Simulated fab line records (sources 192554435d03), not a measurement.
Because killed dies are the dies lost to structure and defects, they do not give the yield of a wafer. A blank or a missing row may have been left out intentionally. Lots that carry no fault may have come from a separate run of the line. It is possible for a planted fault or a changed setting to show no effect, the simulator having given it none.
fab line records / flow n5_finfet / part 2 of 2: steps 19 to 30 of 30
record: lots: 5 wafers: 15 last_day: 19
route steps=1938 shown SD_EPI_N@262
lots untouched by any fault: they come from a run of this same line in which no faults occurred
start_h: the number of hours between the record's first day and the start of the first shown wafer of the lot / wait_h: how many hours have passed since the lot's step before this one / " unchanged from the row above / L1.1+2: several wafers, shown together as one row / - no value, or no start given / * or withheld: withheld / < > ~ a bound
route shown NAME@n: NAME is a module with steps in the file, n the number in the route of the first one / usual: the fault-free wafers' mean and standard deviation / same: alike in all rows / chamber/n: place in a boat / sites: per-site readings / _std_site: the values' standard deviation / _edge_site: outer sites' mean less inner sites' / radius_mm: how far each site lies from the wafer's centre / mask NAME#n: copy n / behind: tool/chamber where the wafer was last shaped / hold: the reason the lot was held/the length of the hold in hours/how it ended / device: whichever transistor did not switch (one of n, p or np) / end of line: at the end of the route, the tests of the same wafers / a step with no rows: only its recipe / killed: the dies lost at the first sort to structure and to defects; this is not the yield of the wafer / map: per-die view of a wafer (x killed, . not killed, _ where there is no die)
set.NAME: the setting the step ran with; set.NAME@STEP: the setting that earlier step ran with / model.NAME: the simulator's own value behind a step, which no gauge read
lots seen at some steps along the route; tables by step, rows by wafer
services: a tool's chamber out of use, with start hour (start_h, from the record's first day; less than 0 if before it), hours out, and reason
== steps ==
step: N5_SD_EPI_N_STRIP_47
recipe: chemistry: CHF3/O2 resist: SiARC rf_frequency_hz: 6e+07
lot.wafer=L075.3+4+6 tool=rie_diel-03 chamber=1,2,1 start_h=58.10 wait_h=0.0
lot.wafer=L077.3+4+6 tool=rie_diel-03 chamber=2,0,2 start_h=66.88 wait_h=0.0
lot.wafer=L082.3+4+6 tool=rie_diel-05 chamber=1,0,2 start_h=100.62 wait_h=0.0
lot.wafer=L084.1+2+3 tool=rie_diel-01 chamber=1,2,0 start_h=110.27 wait_h=0.0
lot.wafer=L095.1+4+5 tool=rie_diel-01 chamber=2,0,3 start_h=183.71 wait_h=0.0
step: N5_SD_EPI_N_SD_RECESS_17
recipe: chemistry: HBr/Cl2/O2 target_depth_a: 410 mask_material: SOC time_s: 23.7 bt_time_s: 3 pressure_mtorr: 10 icp_w: 800 bias_w: 112 HBr_flow_sccm: 150 Cl2_flow_sccm: 80 O2_flow_sccm: 12
usual: drypump_motor_current_A: 5.5/0.61 mfc_cl2_sccm: 80.03/0.24 oes_o_777_au: 1.005/0.017 oes_product_au: 1.002/0.021 throttle_valve_pct: 36.9/0.31
same: time_s: 23.7
lot.wafer=L075.3 tool=rie_si-05 chamber=2 start_h=58.13 wait_h=0.0 drypump_motor_current_A=6.7 mfc_cl2_sccm=79.93 oes_o_777_au=1.021 oes_product_au=1.038 rf_hours_counter_h=123 throttle_valve_pct=37.0
lot.wafer=L075.4 tool=rie_si-05 chamber=0 start_h=58.13 wait_h=0.0 drypump_motor_current_A=5.4 mfc_cl2_sccm=79.95 oes_o_777_au=1.011 oes_product_au=0.996 rf_hours_counter_h=3 throttle_valve_pct=37.2
lot.wafer=L075.6 tool=rie_si-05 chamber=1 start_h=58.13 wait_h=0.0 drypump_motor_current_A=5.8 mfc_cl2_sccm=80.33 oes_o_777_au=0.981 oes_product_au=0.975 rf_hours_counter_h=- throttle_valve_pct=36.7
lot.wafer=L077.3 tool=rie_si-01 chamber=2 start_h=66.91 wait_h=0.0 drypump_motor_current_A=5.2 mfc_cl2_sccm=80.15 oes_o_777_au=1.003 oes_product_au=0.993 rf_hours_counter_h=127 throttle_valve_pct=36.9
lot.wafer=L077.4 tool=rie_si-01 chamber=3 start_h=66.91 wait_h=0.0 drypump_motor_current_A=5.6 mfc_cl2_sccm=80.23 oes_o_777_au=1.006 oes_product_au=0.992 rf_hours_counter_h=62 throttle_valve_pct=37.4
lot.wafer=L077.6 tool=rie_si-01 chamber=1 start_h=66.91 wait_h=0.0 drypump_motor_current_A=4.9 mfc_cl2_sccm=79.71 oes_o_777_au=1.018 oes_product_au=1.023 rf_hours_counter_h=- throttle_valve_pct=36.5
lot.wafer=L082.3 tool=rie_si-01 chamber=0 start_h=100.66 wait_h=0.0 drypump_motor_current_A=5.0 mfc_cl2_sccm=80.28 oes_o_777_au=1.016 oes_product_au=1.000 rf_hours_counter_h=6 throttle_valve_pct=36.8
lot.wafer=L082.4 tool=rie_si-01 chamber=3 start_h=100.66 wait_h=0.0 drypump_motor_current_A=5.7 mfc_cl2_sccm=79.75 oes_o_777_au=1.005 oes_product_au=0.993 rf_hours_counter_h=62 throttle_valve_pct=37.4
lot.wafer=L082.6 tool=rie_si-01 chamber=1 start_h=100.66 wait_h=0.0 drypump_motor_current_A=4.9 mfc_cl2_sccm=80.24 oes_o_777_au=1.025 oes_product_au=1.023 rf_hours_counter_h=- throttle_valve_pct=36.5
lot.wafer=L084.1 tool=rie_si-06 chamber=3 start_h=110.31 wait_h=0.0 drypump_motor_current_A=6.7 mfc_cl2_sccm=80.45 oes_o_777_au=1.008 oes_product_au=1.019 rf_hours_counter_h=8 throttle_valve_pct=37.4
lot.wafer=L084.2 tool=rie_si-06 chamber=1 start_h=110.31 wait_h=0.0 drypump_motor_current_A=5.2 mfc_cl2_sccm=79.93 oes_o_777_au=0.996 oes_product_au=0.987 rf_hours_counter_h=67 throttle_valve_pct=36.3
lot.wafer=L084.3 tool=rie_si-06 chamber=0 start_h=110.31 wait_h=0.0 drypump_motor_current_A=5.2 mfc_cl2_sccm=80.33 oes_o_777_au=0.979 oes_product_au=0.983 rf_hours_counter_h=67 throttle_valve_pct=37.3
lot.wafer=L095.1 tool=rie_si-05 chamber=3 start_h=183.74 wait_h=0.0 drypump_motor_current_A=5.0 mfc_cl2_sccm=80.17 oes_o_777_au=0.979 oes_product_au=0.978 rf_hours_counter_h=152 throttle_valve_pct=36.9
lot.wafer=L095.4 tool=rie_si-05 chamber=2 start_h=183.74 wait_h=0.0 drypump_motor_current_A=6.7 mfc_cl2_sccm=79.87 oes_o_777_au=1.014 oes_product_au=1.040 rf_hours_counter_h=126 throttle_valve_pct=37.0
lot.wafer=L095.5 tool=rie_si-05 chamber=2 start_h=183.74 wait_h=0.0 drypump_motor_current_A=6.7 mfc_cl2_sccm=80.12 oes_o_777_au=1.019 oes_product_au=1.032 rf_hours_counter_h=- throttle_valve_pct=37.1
step: N5_SD_EPI_N_STRIP_38
recipe: chemistry: N2/H2 power_w: 1000 temp_c: 250 h2_frac: 0.65 overash_fraction: 0.3 pressure_mtorr: withheld n2_flow_sccm: 1750 h2_flow_sccm: 3250
usual: drypump_motor_current_A: 5.7/0.41 heater_power_w: 348/32 oes_product_au: 0.761/0.011
lot.wafer=L075.3 tool=plasma_asher-02 chamber=1 start_h=58.25 wait_h=0.1 drypump_motor_current_A=5.7 heater_power_w=360 oes_product_au=0.784 rf_hours_counter_h=-
lot.wafer=L075.4 tool=plasma_asher-02 chamber=0 start_h=58.25 wait_h=0.1 drypump_motor_current_A=6.4 heater_power_w=382 oes_product_au=0.775 rf_hours_counter_h=-
lot.wafer=L075.6 tool=plasma_asher-02 chamber=1 start_h=58.25 wait_h=0.1 drypump_motor_current_A=5.7 heater_power_w=369 oes_product_au=0.763 rf_hours_counter_h=-
lot.wafer=L077.3 tool=plasma_asher-01 chamber=1 start_h=67.03 wait_h=0.1 drypump_motor_current_A=5.3 heater_power_w=304 oes_product_au=0.768 rf_hours_counter_h=-
lot.wafer=L077.4 tool=plasma_asher-01 chamber=0 start_h=67.03 wait_h=0.1 drypump_motor_current_A=5.5 heater_power_w=371 oes_product_au=0.750 rf_hours_counter_h=-
lot.wafer=L077.6 tool=plasma_asher-01 chamber=0 start_h=67.03 wait_h=0.1 drypump_motor_current_A=5.6 heater_power_w=369 oes_product_au=0.766 rf_hours_counter_h=-
lot.wafer=L082.3 tool=plasma_asher-01 chamber=1 start_h=100.77 wait_h=0.1 drypump_motor_current_A=5.3 heater_power_w=305 oes_product_au=0.772 rf_hours_counter_h=-
lot.wafer=L082.4 tool=plasma_asher-01 chamber=0 start_h=100.77 wait_h=0.1 drypump_motor_current_A=5.5 heater_power_w=365 oes_product_au=0.750 rf_hours_counter_h=-
lot.wafer=L082.6 tool=plasma_asher-01 chamber=1 start_h=100.77 wait_h=0.1 drypump_motor_current_A=5.3 heater_power_w=299 oes_product_au=0.749 rf_hours_counter_h=-
lot.wafer=L084.1 tool=plasma_asher-02 chamber=1 start_h=110.40 wait_h=0.1 drypump_motor_current_A=5.7 heater_power_w=367 oes_product_au=0.769 rf_hours_counter_h=94
lot.wafer=L084.2 tool=plasma_asher-02 chamber=0 start_h=110.40 wait_h=0.1 drypump_motor_current_A=6.5 heater_power_w=372 oes_product_au=0.763 rf_hours_counter_h=94
lot.wafer=L084.3 tool=plasma_asher-02 chamber=1 start_h=110.40 wait_h=0.1 drypump_motor_current_A=5.7 heater_power_w=363 oes_product_au=0.775 rf_hours_counter_h=-
lot.wafer=L095.1 tool=plasma_asher-02 chamber=0 start_h=183.84 wait_h=0.1 drypump_motor_current_A=6.4 heater_power_w=385 oes_product_au=0.763 rf_hours_counter_h=108
lot.wafer=L095.4 tool=plasma_asher-02 chamber=0 start_h=183.84 wait_h=0.1 drypump_motor_current_A=6.4 heater_power_w=387 oes_product_au=0.740 rf_hours_counter_h=-
lot.wafer=L095.5 tool=plasma_asher-02 chamber=0 start_h=183.84 wait_h=0.1 drypump_motor_current_A=6.5 heater_power_w=378 oes_product_au=0.773 rf_hours_counter_h=-
step: N5_SD_EPI_N_WET_ETCH_43
recipe: chemistry: dHF dilution: withheld time_s: 14 target: SiO2 target_depth_a: 15 temp_c: 25
same: time_s: 14
lot.wafer=L075.3+4+6 tool=wet_bench-04 chamber=1,3,7 start_h=58.32 wait_h=-
lot.wafer=L077.3+4+6 tool=wet_bench-01 chamber=0,7,5 start_h=67.09 wait_h=-
lot.wafer=L082.3+4+6 tool=wet_bench-01 chamber=4,2,1 start_h=100.84 wait_h=-
lot.wafer=L084.1+2+3 tool=wet_bench-04 chamber=2,6,1 start_h=110.49 wait_h=-
lot.wafer=L095.1+4+5 tool=wet_bench-04 chamber=7,0,5 start_h=183.93 wait_h=-
step: N5_SD_EPI_N_STRIP_18
recipe: chemistry: SPM time_s: 750 temp_c: 130 h2so4_h2o2_vol_ratio: 4
same: time_s: 750
lot.wafer=L075.3+4+6 tool=wet_bench-04 chamber=1,3,7 start_h=58.33 wait_h=0.0
lot.wafer=L077.3+4+6 tool=wet_bench-01 chamber=0,7,5 start_h=67.10 wait_h=0.0
lot.wafer=L082.3+4+6 tool=wet_bench-01 chamber=4,2,1 start_h=100.85 wait_h=0.0
lot.wafer=L084.1+2+3 tool=wet_bench-04 chamber=2,6,1 start_h=110.49 wait_h=0.0
lot.wafer=L095.1+4+5 tool=wet_bench-04 chamber=7,0,5 start_h=183.93 wait_h=0.0
step: N5_SD_EPI_N_SRD_20
recipe: dry: ipa_marangoni do_ppb: 5 time_s: 30 temp_c: 23 rinse_liquid: diw
same: time_s: 30
lot.wafer=L075.3+4+6 tool=wet_bench-04 chamber=1,3,7 start_h=58.53 wait_h=0.0
lot.wafer=L077.3+4+6 tool=wet_bench-01 chamber=0,7,5 start_h=67.35 wait_h=0.0
lot.wafer=L082.3+4+6 tool=wet_bench-01 chamber=4,2,1 start_h=101.07 wait_h=0.0
lot.wafer=L084.1+2+3 tool=wet_bench-04 chamber=2,6,1 start_h=110.70 wait_h=0.0
lot.wafer=L095.1+4+5 tool=wet_bench-04 chamber=7,0,5 start_h=184.14 wait_h=0.0
step: N5_SD_EPI_N_PRECLEAN_48
recipe: chemistry: NF3:NH3 afs_cycles: 2 temp_c: 30 time_s: 20 sublimation_temp_c: 180 sublimation_time_s: 60 pressure_torr: 3 rf_power_w: 30
same: time_s: 20
lot.wafer=L075.3+4+6 tool=epi_rpcvd-04 chamber=0 start_h=58.70 wait_h=0.2
lot.wafer=L077.3+4+6 tool=epi_rpcvd-04 chamber=0 start_h=67.56 wait_h=0.2
lot.wafer=L082.3+4+6 tool=epi_rpcvd-04 chamber=0 start_h=101.24 wait_h=0.2
lot.wafer=L084.1+2+3 tool=epi_rpcvd-04 chamber=0 start_h=110.76 wait_h=0.0
lot.wafer=L095.1+4+5 tool=epi_rpcvd-02 chamber=0 start_h=184.19 wait_h=0.0
step: N5_SD_EPI_N_VAPOR_ETCH_50
recipe: chemistry: HCl target: Si temp_c: 775 time_s: 54 pressure_torr: 20 mode: isotropic
usual: throttle_valve_pct: 11.5/0.56
same: time_s: 54
lot.wafer=L075.3 tool=epi_rpcvd-04 chamber=0 start_h=59.00 wait_h=0.2 throttle_valve_pct=10.9
lot.wafer=L075.4 tool=epi_rpcvd-04 chamber=0 start_h=59.00 wait_h=0.2 throttle_valve_pct=10.7
lot.wafer=L075.6 tool=epi_rpcvd-04 chamber=0 start_h=59.00 wait_h=0.2 throttle_valve_pct=10.9
lot.wafer=L077.3 tool=epi_rpcvd-04 chamber=0 start_h=67.96 wait_h=0.3 throttle_valve_pct=10.8
lot.wafer=L077.4 tool=epi_rpcvd-04 chamber=0 start_h=67.96 wait_h=0.3 throttle_valve_pct=11.0
lot.wafer=L077.6 tool=epi_rpcvd-04 chamber=0 start_h=67.96 wait_h=0.3 throttle_valve_pct=10.9
lot.wafer=L082.3 tool=epi_rpcvd-04 chamber=0 start_h=101.54 wait_h=0.2 throttle_valve_pct=10.6
lot.wafer=L082.4 tool=epi_rpcvd-04 chamber=0 start_h=101.54 wait_h=0.2 throttle_valve_pct=10.8
lot.wafer=L082.6 tool=epi_rpcvd-04 chamber=0 start_h=101.54 wait_h=0.2 throttle_valve_pct=10.9
lot.wafer=L084.1 tool=epi_rpcvd-04 chamber=0 start_h=111.12 wait_h=0.3 throttle_valve_pct=10.9
lot.wafer=L084.2 tool=epi_rpcvd-04 chamber=0 start_h=111.12 wait_h=0.3 throttle_valve_pct=10.9
lot.wafer=L084.3 tool=epi_rpcvd-04 chamber=0 start_h=111.12 wait_h=0.3 throttle_valve_pct=11.0
lot.wafer=L095.1 tool=epi_rpcvd-02 chamber=0 start_h=184.67 wait_h=0.4 throttle_valve_pct=11.6
lot.wafer=L095.4 tool=epi_rpcvd-02 chamber=0 start_h=184.67 wait_h=0.4 throttle_valve_pct=11.7
lot.wafer=L095.5 tool=epi_rpcvd-02 chamber=0 start_h=184.67 wait_h=0.4 throttle_valve_pct=11.8
step: N5_SD_EPI_N_EPI_21
recipe: material: Si:P dopant: P temp_c: 680 pressure_torr: 255 time_s: 690
same: time_s: 690
lot.wafer=L075.3+4+6 tool=epi_rpcvd-04 chamber=0 start_h=59.68 wait_h=0.7
lot.wafer=L077.3+4+6 tool=epi_rpcvd-04 chamber=0 start_h=68.87 wait_h=0.9
lot.wafer=L082.3+4+6 tool=epi_rpcvd-04 chamber=0 start_h=102.22 wait_h=0.7
lot.wafer=L084.1+2+3 tool=epi_rpcvd-04 chamber=0 start_h=111.30 wait_h=0.1
lot.wafer=L095.1+4+5 tool=epi_rpcvd-02 chamber=0 start_h=184.91 wait_h=0.2
step: N5_SD_EPI_N_EPI_MEAS_23
recipe: mode: xrd
usual: thk_nm: 58.7/1.1
lot.wafer=L075.3 tool=film_metro-01 chamber=- start_h=60.84 wait_h=0.9 thk_nm=58.6
lot.wafer=L075.4 tool=film_metro-01 chamber=- start_h=60.84 wait_h=0.9 thk_nm=58.1
lot.wafer=L075.6 tool=film_metro-01 chamber=- start_h=60.84 wait_h=0.9 thk_nm=58.1
lot.wafer=L077.3 tool=film_metro-01 chamber=- start_h=70.40 wait_h=1.2 thk_nm=59.3
lot.wafer=L077.4 tool=film_metro-01 chamber=- start_h=70.40 wait_h=1.2 thk_nm=59.5
lot.wafer=L077.6 tool=film_metro-01 chamber=- start_h=70.40 wait_h=1.2 thk_nm=58.9
lot.wafer=L082.3 tool=film_metro-01 chamber=- start_h=103.40 wait_h=0.9 thk_nm=60.3
lot.wafer=L082.4 tool=film_metro-01 chamber=- start_h=103.40 wait_h=0.9 thk_nm=59.9
lot.wafer=L082.6 tool=film_metro-01 chamber=- start_h=103.40 wait_h=0.9 thk_nm=58.6
lot.wafer=L084.1 tool=film_metro-01 chamber=- start_h=113.01 wait_h=1.4 thk_nm=58.2
lot.wafer=L084.2 tool=film_metro-01 chamber=- start_h=113.01 wait_h=1.4 thk_nm=59.1
lot.wafer=L084.3 tool=film_metro-01 chamber=- start_h=113.01 wait_h=1.4 thk_nm=59.6
lot.wafer=L095.1 tool=film_metro-02 chamber=- start_h=186.64 wait_h=1.5 thk_nm=59.0
lot.wafer=L095.4 tool=film_metro-02 chamber=- start_h=186.64 wait_h=1.5 thk_nm=57.4
lot.wafer=L095.5 tool=film_metro-02 chamber=- start_h=186.64 wait_h=1.5 thk_nm=58.6
step: N5_SD_EPI_N_PRECLEAN_24
recipe: chemistry: O3/DIW time_s: 60 temp_c: 22 o3_ppm: 10
same: time_s: 60
lot.wafer=L075.3+4+6 tool=wet_bench-06 chamber=5,4,6 start_h=60.88 wait_h=0.0
lot.wafer=L077.3+4+6 tool=wet_bench-04 chamber=7,0,1 start_h=70.43 wait_h=0.0
lot.wafer=L082.3+4+6 tool=wet_bench-01 chamber=2,3,4 start_h=103.43 wait_h=0.0
lot.wafer=L084.1+2+3 tool=wet_bench-01 chamber=1,2,7 start_h=113.05 wait_h=0.0
lot.wafer=L095.1+4+5 tool=wet_bench-06 chamber=6,2,1 start_h=186.68 wait_h=0.0
step: N5_SD_EPI_N_SRD_25
recipe: time_s: 30 temp_c: 23 rinse_liquid: diw dry: ipa_marangoni
same: time_s: 30
lot.wafer=L075.3+4+6 tool=wet_bench-06 chamber=5,4,6 start_h=60.90 wait_h=0.0
lot.wafer=L077.3+4+6 tool=wet_bench-04 chamber=7,0,1 start_h=70.45 wait_h=0.0
lot.wafer=L082.3+4+6 tool=wet_bench-01 chamber=2,3,4 start_h=103.45 wait_h=0.0
lot.wafer=L084.1+2+3 tool=wet_bench-01 chamber=1,2,7 start_h=113.07 wait_h=0.0
lot.wafer=L095.1+4+5 tool=wet_bench-06 chamber=6,2,1 start_h=186.70 wait_h=0.0
== services ==
tool=arfi_scanner-01 chamber=- start_h=39.98 hours=1.3 kind=pm
tool=rie_si-01 chamber=- start_h=42.75 hours=14.6 kind=pm
tool=rie_si-06 chamber=3 start_h=48.59 hours=5.4 kind=repair
tool=rie_diel-01 chamber=1 start_h=59.08 hours=2.7 kind=repair
tool=rie_diel-03 chamber=3 start_h=60.64 hours=132.0 kind=repair
tool=arfi_scanner-03 chamber=- start_h=66.68 hours=0.4 kind=repair
tool=arfi_scanner-01 chamber=- start_h=78.91 hours=1.0 kind=pm
tool=rie_diel-01 chamber=2 start_h=79.65 hours=27.8 kind=repair
tool=plasma_asher-01 chamber=- start_h=82.60 hours=2.8 kind=pm
tool=arfi_scanner-02 chamber=- start_h=106.76 hours=1.3 kind=pm
tool=arfi_scanner-03 chamber=- start_h=108.87 hours=1.3 kind=pm
tool=plasma_asher-01 chamber=- start_h=112.36 hours=0.9 kind=repair
tool=rie_si-01 chamber=1 start_h=116.59 hours=5.4 kind=repair
tool=arfi_scanner-01 chamber=- start_h=119.02 hours=0.8 kind=pm
tool=arfi_scanner-01 chamber=- start_h=128.20 hours=5.0 kind=repair
tool=rie_si-06 chamber=3 start_h=133.35 hours=6.9 kind=repair
tool=plasma_asher-02 chamber=- start_h=140.60 hours=4.3 kind=pm
tool=arfi_scanner-02 chamber=- start_h=141.80 hours=0.8 kind=pm
tool=arfi_scanner-02 chamber=- start_h=148.22 hours=3.9 kind=pm
tool=arfi_scanner-03 chamber=- start_h=163.11 hours=1.0 kind=pm
tool=arfi_scanner-03 chamber=- start_h=169.59 hours=0.7 kind=repair
tool=rie_diel-05 chamber=0 start_h=175.21 hours=1.2 kind=repair
tool=arfi_scanner-03 chamber=- start_h=178.38 hours=4.5 kind=repair
tool=epi_rpcvd-02 chamber=- start_h=180.44 hours=2.8 kind=pm
